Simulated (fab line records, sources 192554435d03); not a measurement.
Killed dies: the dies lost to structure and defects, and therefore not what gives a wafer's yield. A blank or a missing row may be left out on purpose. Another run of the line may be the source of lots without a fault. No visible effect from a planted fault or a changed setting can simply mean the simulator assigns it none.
fab line records + flow n5Finfet + part 2 of 2: steps 5 to 6 of 6
record
- lots=20
- wafers=60
- lastDay=20
route steps=1938 shown WELL_APT@31 PMOS_HMC_CHANNEL_EPI@57 FIN_SAQP@115
lots untouched by any fault: they come from a run of this same line in which no faults occurred
startH: start of the lot's first displayed wafer, in hours after the record's first day + waitH: time in hours since the lot's previous step + " identical to the entry in the row above + L1.1+2: one row covering several wafers at once + - no value, or no start given + * or withheld: withheld + < > ~ a bound
route shown NAME@n: NAME is a module with steps in the file, n the number in the route of the first one + usual: mean and standard deviation over wafers with no fault + same: alike in all rows + chamber/n: place in a boat + sites: readings site by site + _std_site: how widely they spread, as a standard deviation + _edge_site: mean of outer sites minus mean of inner sites + radiusMm: for every site, how far away it sits from the centre of the wafer + mask NAME#n: copy n + behind: the most recent tool/chamber to have shaped the wafer + hold: why the lot went on hold/how many hours it stayed there/how the hold came to an end + device: the transistor (n, p or np) that didn't switch + end of line: at the end of the route, the tests of the same wafers + for a step that has no rows: nothing shown but its recipe + killed: not the wafer's yield, but the dies lost to structure and defects at the first sort + map: a wafer's dies, x killed, . not, _ none there
set.NAME: the setting that was run; set.NAME@STEP: the one run at that earlier step + model.NAME: the simulator's own value behind a step, which no gauge read
a sample of lots followed through the steps of the route, with each step as a table and each wafer as a row
services: the hour from which a tool's chamber was out of use, counted from the record's first day as startH (under 0 if before that day), plus the number of hours and why
## steps
# step N5_FIN_SAQP_MANDREL1_REMOVE_56
# recipe
- chemistry=HBr/Cl2/O2
- btTimeS=10
- target=a-Si
- stopOn=SiNx
- endpoint=OES-SiCl
- overEtchFrac=1
- icpW=600
- biasW=22
- HBr_flow_sccm=150
- Cl2_flow_sccm=80
- O2_flow_sccm=5
- pressureMtorr=10
# usual
- biasW=22.00/0.07
- drypumpMotorCurrentA=5.6/0.46
- oesProductAu=0.993/0.014
- throttleValvePct=36.58/0.3
| lot.wafer | tool     | chamber | startH | waitH | biasW | drypumpMotorCurrentA | oesProductAu | rfHoursCounterH | throttleValvePct |
|-----------|----------|---------|--------|-------|-------|----------------------|--------------|-----------------|------------------|
| L074.2    | rieSi-02 | 2       | 24.35  | 0.1   | 21.99 | 5.6                  | 1.001        | 164             | 37.22            |
| L074.3    | "        | 3       | "      | "     | 22.02 | 5.6                  | 1.004        | 122             | 37.15            |
| L074.4    | "        | 1       | "      | "     | 22.03 | 5.5                  | 0.981        | 2               | 36.33            |
| L075.1    | rieSi-02 | 2       | 31.96  | 0.1   | 21.98 | 5.6                  | 1.000        | 164             | 37.23            |
| L075.4    | "        | 0       | "      | "     | 21.97 | 5.5                  | 1.007        | 15              | 36.28            |
| L075.5    | "        | 1       | "      | "     | 22.16 | 5.5                  | 0.963        | -               | 36.35            |
| L077.3    | rieSi-01 | 3       | 44.50  | 0.1   | 21.94 | 5.7                  | 1.012        | 70              | 36.64            |
| L077.4    | "        | 0       | "      | "     | 21.99 | 6.1                  | 0.966        | -               | 36.39            |
| L077.5    | "        | 3       | "      | "     | 21.95 | 5.7                  | 1.001        | -               | 36.61            |
| L078.1    | rieSi-06 | 0       | 49.12  | 0.1   | 22.09 | 5.6                  | 0.993        | 173             | 36.29            |
| L078.3    | "        | 3       | "      | "     | 22.01 | 6.2                  | 1.005        | 145             | 37.05            |
| L078.5    | "        | 3       | "      | "     | 22.02 | 6.2                  | 1.007        | -               | 37.04            |
| L079.3    | rieSi-06 | 3       | 54.93  | 0.1   | 21.84 | 6.2                  | 1.015        | 146             | 37.07            |
| L079.4    | "        | 0       | "      | "     | 22.04 | 5.5                  | 0.993        | -               | 36.28            |
| L079.6    | "        | 2       | "      | "     | 21.95 | 6.0                  | 1.005        | -               | 36.35            |
| L080.2    | rieSi-06 | 2       | 60.91  | 0.1   | 21.94 | 6.0                  | 0.995        | 73              | 36.34            |
| L080.4    | "        | 2       | "      | "     | 22.05 | 6.0                  | 0.999        | -               | 36.35            |
| L080.6    | "        | 0       | "      | "     | 21.98 | 5.5                  | 0.990        | -               | 36.28            |
| L081.2    | rieSi-01 | 1       | 67.36  | 0.1   | 21.96 | 6.1                  | 0.993        | 71              | 36.42            |
| L081.3    | "        | 0       | "      | "     | 21.95 | 6.1                  | 0.961        | 7               | 36.38            |
| L081.5    | "        | 3       | "      | "     | 22.03 | 5.7                  | 1.000        | -               | 36.61            |
| L082.1    | rieSi-02 | 3       | 72.61  | 0.1   | 21.98 | 5.6                  | 0.993        | 123             | 37.15            |
| L082.4    | "        | 0       | "      | "     | 21.92 | 5.5                  | 0.997        | 16              | 36.26            |
| L082.6    | "        | 3       | "      | "     | 22.03 | 5.6                  | 0.999        | -               | 37.14            |
| L083.1    | rieSi-01 | 1       | 79.09  | 0.1   | 21.98 | 6.1                  | 0.992        | 71              | 36.42            |
| L083.2    | "        | 3       | "      | "     | 22.01 | 5.7                  | 1.007        | 71              | 36.62            |
| L083.6    | "        | 3       | "      | "     | 22.01 | 5.7                  | 1.003        | -               | 36.63            |
| L085.1    | rieSi-06 | 2       | 93.37  | 0.1   | 22.10 | 6.0                  | 1.016        | 73              | 36.34            |
| L085.3    | "        | 3       | "      | "     | 21.94 | 6.2                  | 1.024        | 146             | 37.07            |
| L085.6    | "        | 1       | "      | "     | 22.03 | 5.0                  | 1.006        | -               | 36.59            |
| L086.2    | rieSi-06 | 3       | 97.27  | 0.1   | 21.92 | 6.2                  | 1.019        | 146             | 37.06            |
| L086.3    | "        | 2       | "      | "     | 22.06 | 6.0                  | 0.998        | 73              | 36.34            |
| L086.4    | "        | 1       | "      | "     | 22.08 | 5.0                  | 0.991        | 29              | 36.58            |
| L088.3    | rieSi-01 | 0       | 110.44 | 0.1   | 22.02 | 6.1                  | 0.968        | 7               | 36.38            |
| L088.5    | "        | 2       | "      | "     | 22.09 | 4.6                  | 0.995        | -               | 36.71            |
| L088.6    | "        | 3       | "      | "     | 21.95 | 5.7                  | 0.998        | -               | 36.62            |
| L089.1    | rieSi-06 | 2       | 114.25 | 0.1   | 21.80 | 6.0                  | 1.007        | 74              | 36.35            |
| L089.3    | "        | 3       | "      | "     | 21.97 | 6.2                  | 1.019        | 147             | 37.08            |
| L089.4    | "        | 1       | "      | "     | 22.01 | 5.0                  | 0.978        | 29              | 36.57            |
| L090.1    | rieSi-02 | 1       | 119.88 | 0.1   | 21.95 | 5.5                  | 0.983        | 3               | 36.33            |
| L090.2    | "        | 0       | "      | "     | 21.96 | 5.6                  | 1.001        | 17              | 36.28            |
| L090.6    | "        | 1       | "      | "     | 22.01 | 5.5                  | 0.981        | -               | 36.35            |
| L091.3    | rieSi-02 | 3       | 127.33 | 0.1   | 21.97 | 5.6                  | 1.006        | 124             | 37.14            |
| L091.4    | "        | 2       | "      | "     | 21.95 | 5.6                  | 0.994        | 166             | 37.22            |
| L091.5    | "        | 1       | "      | "     | 22.00 | 5.5                  | 0.971        | -               | 36.35            |
| L092.1    | rieSi-02 | 2       | 133.16 | 0.1   | 21.93 | 5.6                  | 0.996        | 166             | 37.21            |
| L092.3    | "        | 3       | "      | "     | 21.96 | 5.7                  | 1.003        | 124             | 37.14            |
| L092.6    | "        | 3       | "      | "     | 21.96 | 5.6                  | 0.999        | -               | 37.14            |
| L093.3    | rieSi-01 | 3       | 138.30 | 0.1   | 22.03 | 5.7                  | 0.999        | 72              | 36.63            |
| L093.5    | "        | 1       | "      | "     | 22.00 | 6.1                  | 0.978        | -               | 36.42            |
| L093.6    | "        | 3       | "      | "     | 22.09 | 5.7                  | 0.999        | -               | 36.63            |
| L094.2    | rieSi-01 | 1       | 144.06 | 0.1   | 22.00 | 6.1                  | 0.990        | 72              | 36.42            |
| L094.3    | "        | 2       | "      | "     | 22.11 | 4.6                  | 0.991        | 93              | 36.71            |
| L094.6    | "        | 2       | "      | "     | 22.14 | 4.6                  | 0.999        | -               | 36.70            |
| L095.1    | rieSi-01 | 3       | 149.83 | 0.1   | 22.01 | 5.7                  | 0.995        | 72              | 36.62            |
| L095.2    | "        | 1       | "      | "     | 22.04 | 6.1                  | 0.987        | 72              | 36.43            |
| L095.3    | "        | 0       | "      | "     | 21.94 | 6.1                  | 0.960        | 8               | 36.38            |
| L097.3    | rieSi-01 | 3       | 162.02 | 0.1   | 22.01 | 5.7                  | 1.000        | 73              | 36.63            |
| L097.5    | "        | 1       | "      | "     | 21.86 | 6.1                  | 0.986        | -               | 36.43            |
| L097.6    | "        | 2       | "      | "     | 22.11 | 4.7                  | 1.004        | -               | 36.70            |
# step N5_FIN_SAQP_SPACER2_ETCHBACK_29
# recipe
- chemistry=CHF3/O2
- mode=anisotropicEtchback
- target=SiO2
- targetDepthA=122
- timeS=6.1
- pressureMtorr=30
- sourceW=650
- biasW=170
- Ar_flow_sccm=200
- CHF3_flow_sccm=50
- O2_flow_sccm=5
- ionEnergyEv=200
# usual
- biasW=170.0/0.5
- drypumpMotorCurrentA=5.8/0.5
- oes_ar_750_au=0.74/0.053
- oesProductAu=0.74/0.058
- rfVppV=523/9.3
- showerheadPlenumPTorr=2.41/0.086
- throttleValvePct=18.87/0.23
| lot.wafer | tool       | chamber | startH | waitH | biasW | drypumpMotorCurrentA | oes_ar_750_au | oesProductAu | rfHoursCounterH | rfVppV | showerheadPlenumPTorr | throttleValvePct |
|-----------|------------|---------|--------|-------|-------|----------------------|---------------|--------------|-----------------|--------|-----------------------|------------------|
| L074.2    | rieDiel-06 | 2       | 25.82  | 0.2   | 170.6 | 6.2                  | 0.72          | 0.72         | 169             | 534    | 2.49                  | 18.82            |
| L074.3    | "          | 1       | "      | "     | 169.9 | 5.2                  | 0.75          | 0.74         | 145             | 513    | 2.52                  | 18.85            |
| L074.4    | "          | 3       | "      | "     | 170.1 | 6.8                  | 0.74          | 0.73         | 171             | 529    | 2.51                  | 18.82            |
| L075.1    | rieDiel-03 | 1       | 33.42  | 0.2   | 170.2 | 6.0                  | 0.84          | 0.84         | 101             | 524    | 2.54                  | 19.29            |
| L075.4    | "          | 3       | "      | "     | 169.6 | 6.1                  | 0.72          | 0.72         | 179             | 526    | 2.29                  | 18.73            |
| L075.5    | "          | 1       | "      | "     | 170.0 | 5.9                  | 0.84          | 0.84         | -               | 525    | 2.54                  | 19.27            |
| L077.3    | rieDiel-06 | 3       | 46.36  | 0.2   | 170.6 | 6.8                  | 0.73          | 0.73         | 178             | 529    | 2.50                  | 18.84            |
| L077.4    | "          | 1       | "      | "     | 169.7 | 5.2                  | 0.74          | 0.74         | 152             | 515    | 2.51                  | 18.88            |
| L077.5    | "          | 0       | "      | "     | 169.6 | 5.9                  | 0.76          | 0.78         | -               | 546    | 2.49                  | 18.89            |
| L078.1    | rieDiel-02 | 0       | 51.43  | 0.2   | 170.0 | 6.1                  | 0.71          | 0.70         | 229             | 524    | 2.30                  | 18.65            |
| L078.3    | "          | 1       | "      | "     | 170.0 | 5.5                  | 0.75          | 0.76         | 164             | 520    | 2.39                  | 19.14            |
| L078.5    | "          | 2       | "      | "     | 169.7 | 5.2                  | 0.73          | 0.72         | -               | 522    | 2.41                  | 18.94            |
| L079.3    | rieDiel-02 | 3       | 56.40  | 0.2   | 170.2 | 6.3                  | 0.76          | 0.78         | 134             | 514    | 2.31                  | 18.53            |
| L079.4    | "          | 1       | "      | "     | 170.1 | 5.5                  | 0.75          | 0.76         | 165             | 519    | 2.39                  | 19.14            |
| L079.6    | "          | 1       | "      | "     | 169.0 | 5.5                  | 0.76          | 0.75         | -               | 520    | 2.39                  | 19.14            |
| L080.2    | rieDiel-03 | 1       | 63.45  | 0.2   | 169.4 | 5.9                  | 0.84          | 0.84         | 109             | 525    | 2.53                  | 19.31            |
| L080.4    | "          | 2       | "      | "     | 170.7 | 5.6                  | 0.76          | 0.75         | 134             | 506    | 2.31                  | 18.72            |
| L080.6    | "          | 3       | "      | "     | 170.5 | 6.1                  | 0.71          | 0.71         | -               | 525    | 2.29                  | 18.75            |
| L081.2    | rieDiel-03 | 3       | 69.06  | 0.2   | 169.9 | 6.1                  | 0.71          | 0.71         | 189             | 525    | 2.29                  | 18.75            |
| L081.3    | "          | 2       | "      | "     | 170.9 | 5.7                  | 0.75          | 0.75         | 136             | 507    | 2.30                  | 18.72            |
| L081.5    | "          | 1       | "      | "     | 169.5 | 5.9                  | 0.83          | 0.83         | -               | 524    | 2.53                  | 19.32            |
| L082.1    | rieDiel-06 | 3       | 74.43  | 0.2   | 169.6 | 6.8                  | 0.73          | 0.72         | 189             | 529    | 2.50                  | 18.84            |
| L082.4    | "          | 2       | "      | "     | 170.7 | 6.2                  | 0.71          | 0.71         | 186             | 537    | 2.48                  | 18.87            |
| L082.6    | "          | 1       | "      | "     | 170.2 | 5.2                  | 0.74          | 0.73         | -               | 513    | 2.51                  | 18.88            |
| L083.1    | rieDiel-02 | 0       | 80.90  | 0.3   | 168.9 | 6.1                  | 0.69          | 0.70         | 237             | 524    | 2.30                  | 18.66            |
| L083.2    | "          | 1       | "      | "     | 170.5 | 5.5                  | 0.74          | 0.75         | 172             | 520    | 2.39                  | 19.15            |
| L083.6    | "          | 2       | "      | "     | 170.8 | 5.2                  | 0.72          | 0.71         | -               | 523    | 2.40                  | 18.95            |
| L085.1    | rieDiel-03 | 3       | 96.74  | 0.3   | 169.6 | 6.1                  | 0.70          | 0.70         | 200             | 527    | 2.29                  | 18.76            |
| L085.3    | "          | 1       | "      | "     | 169.7 | 5.9                  | 0.82          | 0.81         | 123             | 524    | 2.53                  | 19.32            |
| L085.6    | "          | 2       | "      | "     | 170.0 | 5.6                  | 0.75          | 0.75         | -               | 506    | 2.30                  | 18.74            |
| L086.2    | rieDiel-06 | 1       | 98.87  | 0.2   | 169.4 | 5.2                  | 0.73          | 0.73         | 168             | 515    | 2.51                  | 18.90            |
| L086.3    | "          | 2       | "      | "     | 170.0 | 6.2                  | 0.71          | 0.70         | 192             | 535    | 2.48                  | 18.85            |
| L086.4    | "          | 0       | "      | "     | 169.7 | 5.9                  | 0.75          | 0.76         | 160             | 543    | 2.48                  | 18.93            |
| L088.3    | rieDiel-06 | 1       | 112.21 | 0.2   | 170.2 | 5.2                  | 0.73          | 0.73         | 173             | 513    | 2.50                  | 18.90            |
| L088.5    | "          | 0       | "      | "     | 170.9 | 5.9                  | 0.74          | 0.76         | -               | 545    | 2.48                  | 18.92            |
| L088.6    | "          | 1       | "      | "     | 169.8 | 5.2                  | 0.73          | 0.72         | -               | 514    | 2.50                  | 18.90            |
| L089.1    | rieDiel-06 | 3       | 116.34 | 0.3   | 170.4 | 6.8                  | 0.72          | 0.71         | 201             | 528    | 2.50                  | 18.86            |
| L089.3    | "          | 1       | "      | "     | 168.9 | 5.2                  | 0.73          | 0.72         | 175             | 516    | 2.50                  | 18.90            |
| L089.4    | "          | 2       | "      | "     | 170.7 | 6.2                  | 0.70          | 0.70         | 199             | 536    | 2.47                  | 18.86            |
| L090.1    | rieDiel-03 | 3       | 122.28 | 0.2   | 169.3 | 6.1                  | 0.70          | 0.69         | 212             | 525    | 2.28                  | 18.78            |
| L090.2    | "          | 0       | "      | "     | 169.7 | 4.9                  | 0.70          | 0.68         | 234             | 520    | 2.38                  | 18.87            |
| L090.6    | "          | 2       | "      | "     | 169.7 | 5.6                  | 0.74          | 0.74         | -               | 508    | 2.30                  | 18.73            |
| L091.3    | rieDiel-02 | 3       | 129.29 | 0.2   | 169.6 | 6.4                  | 0.73          | 0.74         | 161             | 514    | 2.30                  | 18.57            |
| L091.4    | "          | 2       | "      | "     | 169.7 | 5.2                  | 0.71          | 0.70         | -               | 523    | 2.39                  | 18.98            |
| L091.5    | "          | 3       | "      | "     | 169.5 | 6.3                  | 0.74          | 0.75         | -               | 516    | 2.30                  | 18.56            |
| L092.1    | rieDiel-02 | 1       | 135.30 | 0.2   | 169.3 | 5.5                  | 0.73          | 0.73         | 194             | 519    | 2.38                  | 19.15            |
| L092.3    | "          | 3       | "      | "     | 170.5 | 6.3                  | 0.74          | 0.74         | 164             | 514    | 2.30                  | 18.59            |
| L092.6    | "          | 2       | "      | "     | 170.0 | 5.2                  | 0.70          | 0.69         | -               | 521    | 2.39                  | 18.95            |
| L093.3    | rieDiel-02 | 1       | 140.14 | 0.2   | 170.0 | 5.4                  | 0.73          | 0.73         | 197             | 520    | 2.38                  | 19.16            |
| L093.5    | "          | 3       | "      | "     | 170.5 | 6.4                  | 0.73          | 0.74         | -               | 515    | 2.30                  | 18.58            |
| L093.6    | "          | 2       | "      | "     | 170.5 | 5.2                  | 0.71          | 0.69         | -               | 522    | 2.39                  | 18.97            |
| L094.2    | rieDiel-02 | 1       | 146.14 | 0.2   | 169.5 | 5.5                  | 0.73          | 0.72         | 199             | 518    | 2.38                  | 19.19            |
| L094.3    | "          | 2       | "      | "     | 169.7 | 5.2                  | 0.70          | 0.69         | 230             | 522    | 2.39                  | 18.98            |
| L094.6    | "          | 2       | "      | "     | 169.9 | 5.2                  | 0.70          | 0.69         | -               | 522    | 2.39                  | 18.98            |
| L095.1    | rieDiel-02 | 3       | 151.29 | 0.2   | 169.8 | 6.4                  | 0.73          | 0.74         | 170             | 514    | 2.30                  | 18.56            |
| L095.2    | "          | 1       | "      | "     | 169.8 | 5.5                  | 0.73          | 0.73         | 201             | 520    | 2.38                  | 19.17            |
| L095.3    | "          | 0       | "      | "     | 170.7 | 6.1                  | 0.97          | 0.98         | 5               | 532    | 2.58                  | 18.33            |
| L097.3    | rieDiel-02 | 2       | 163.75 | 0.2   | 170.0 | 5.2                  | 0.69          | 0.69         | 237             | 522    | 2.39                  | 19.00            |
| L097.5    | "          | 1       | "      | "     | 169.9 | 5.5                  | 0.73          | 0.73         | -               | 518    | 2.38                  | 19.19            |
| L097.6    | "          | 2       | "      | "     | 169.7 | 5.2                  | 0.70          | 0.70         | -               | 522    | 2.39                  | 19.00            |
## services
| tool       | chamber | startH | hours | kind   |
|------------|---------|--------|-------|--------|
| rieDiel-06 | 0       | 4.62   | 3.9   | repair |
| cmp-03     | -       | 14.90  | 0.8   | repair |
| cmp-03     | -       | 29.17  | 1.8   | repair |
| cmp-04     | -       | 36.48  | 6.5   | pm     |
| rieSi-01   | 2       | 42.23  | 4.4   | repair |
| pecvd-03   | -       | 43.34  | 5.4   | repair |
| rieDiel-02 | 3       | 46.09  | 4.0   | repair |
| rieSi-06   | 1       | 51.32  | 10.2  | repair |
| rieDiel-02 | -       | 56.46  | 2.8   | pm     |
| cmp-04     | -       | 66.13  | 3.9   | repair |
| pecvd-03   | -       | 71.20  | 0.8   | repair |
| rieSi-06   | -       | 74.60  | 2.8   | pm     |
| cmp-03     | -       | 75.73  | 4.0   | pm     |
| rieSi-01   | 0       | 77.06  | 6.5   | repair |
| rieDiel-03 | 2       | 77.09  | 4.3   | repair |
| rieDiel-06 | -       | 79.36  | 2.8   | pm     |
| cmp-04     | -       | 108.72 | 1.5   | repair |
| cmp-04     | -       | 113.44 | 0.4   | repair |
| rieDiel-06 | 0       | 119.41 | 1.3   | repair |
| rieSi-01   | 0       | 124.27 | 1.2   | repair |
| rieDiel-03 | 2       | 127.70 | 2.8   | repair |
| rieSi-01   | 2       | 138.20 | 3.6   | repair |
| cmp-04     | -       | 150.34 | 4.0   | pm     |
| cmp-04     | -       | 161.70 | 6.2   | pm     |
